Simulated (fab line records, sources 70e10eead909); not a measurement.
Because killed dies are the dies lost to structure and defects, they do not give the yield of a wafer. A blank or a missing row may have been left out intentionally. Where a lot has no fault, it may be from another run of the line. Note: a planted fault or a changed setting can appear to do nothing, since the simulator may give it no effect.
Which of the tools did it? / flow nandHarc / 6 lots, 18 wafers sampled, at 3 steps of a route of 1159

WHAT THE GAUGES SHOWED, per wafer
NHARC_END_SORT_01.
lot=L271; measured=day 21 22:07; on=prober-01; killedAtOther=0 0 0
lot=L272; measured=day 22 06:39; on=prober-02; killedAtOther=4 3 1
lot=L282; measured=day 24 03:57; on=prober-01; killedAtOther=0 1 0

EACH LOT AND THE TOOL THAT RAN IT (in order: tool; ch and the chambers of the sampled wafers; start)
lot=L264; NHARC_A_BONDPAD_PRE_CLEAN_26=pvdSputter-01, day 19 05:16 or earlier; NHARC_THIN_TSV_ANNEAL_58=furnace-05 ch 0, day 19 15:22
lot=L266; NHARC_A_BONDPAD_PRE_CLEAN_26=pvdSputter-03, day 19 22:46 or earlier; NHARC_THIN_TSV_ANNEAL_58=furnace-04 ch 0, day 20 08:42
lot=L271; NHARC_A_BONDPAD_PRE_CLEAN_26=pvdSputter-02, day 21 05:04 or earlier; NHARC_THIN_TSV_ANNEAL_58=furnace-03 ch 0, day 21 17:35
lot=L272; NHARC_A_BONDPAD_PRE_CLEAN_26=pvdSputter-01, day 21 07:44 or earlier; NHARC_THIN_TSV_ANNEAL_58=furnace-03 ch 0, day 21 17:35
lot=L282; NHARC_A_BONDPAD_PRE_CLEAN_26=pvdSputter-02, day 23 02:50 or earlier; NHARC_THIN_TSV_ANNEAL_58=furnace-04 ch 0, day 23 12:27
lot=L284; NHARC_A_BONDPAD_PRE_CLEAN_26=pvdSputter-02, day 23 12:50 or earlier; NHARC_THIN_TSV_ANNEAL_58=furnace-04 ch 0, day 23 23:27
- NHARC_A_BONDPAD_PRE_CLEAN_26: time 30 s.
- NHARC_THIN_TSV_ANNEAL_58: time 1800 s.

THE ANSWER, worked out from the rows above alone
Rule: usual is defined by the lots themselves. The widest of any qualifying gaps counts: lots, ordered by their means at a reading, are off when they make up no more than a third of the lots, leave a main group of 4 or more, and stand apart from it by 3 or more times the standard deviation of that group's means. A main group is skipped when, at the precision printed for the reading in the tables above, its means are all equal. A lot without any number at a reading at which 4 lots or more have one is off too. The other lots that the step has rows for count as sound.
Nothing can be told from this: no lot is off at any reading shown.

WHAT THE SIMULATOR HAD INSERTED
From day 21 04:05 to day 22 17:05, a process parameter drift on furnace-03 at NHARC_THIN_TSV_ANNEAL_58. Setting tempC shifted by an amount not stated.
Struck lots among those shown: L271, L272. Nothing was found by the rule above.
